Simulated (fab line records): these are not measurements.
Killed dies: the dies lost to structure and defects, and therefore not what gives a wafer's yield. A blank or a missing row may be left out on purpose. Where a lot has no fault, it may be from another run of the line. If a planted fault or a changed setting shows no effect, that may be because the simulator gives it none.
Matching of chambers    flow nand_harc    NHARC_A_STAIRCASE_DEP_151 on pecvd-02 has 3 sister chambers
The step deposits SiO2, target thk 7200 nm. 3 wafers are shown with their chamber, then 7 later ones without.

## WAFERS, EACH WITH ITS CHAMBER
wafer   chamber  heater_power_w (W)
L090.3  0        672
L092.1  2        488
L092.2  1        694

## WAFERS WHOSE CHAMBER IS MISSING
wafer   heater_power_w (W)
L092.5  442
L093.1  684
L093.2  667
L093.5  442
L094.1  682
L094.3  555
L094.5  463

## CHAMBER TAKEN BY EACH
wafer   from the rows above           in truth
L092.5  2                             2
L093.1  can't be placed: 1 or 0       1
L093.2  can't be placed: 0 or 1       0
L093.5  2                             2
L094.1  can't be placed: 0 or 1       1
L094.3  can't be placed: 2 or 0 or 1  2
L094.5  2                             2
Correct placement for 3 of the 7. Unplaceable from these rows: 4, with the true chamber sitting among the candidates in 4. Placed wrongly: 0.
How it was worked out, from the rows above alone: a wafer's distance from a chamber is the root of the sum, over the readings, of the square of ((its reading less the chamber's mean) divided by the reading's scatter). The wafer belongs to the nearest chamber; if the next one is less than 2 further off, it can't be placed. A chamber's mean is the mean of its shown wafers. The scatter (one wafer shown for each chamber): square how far every hidden wafer sits from the nearest shown wafer, average those squares and take the square root.
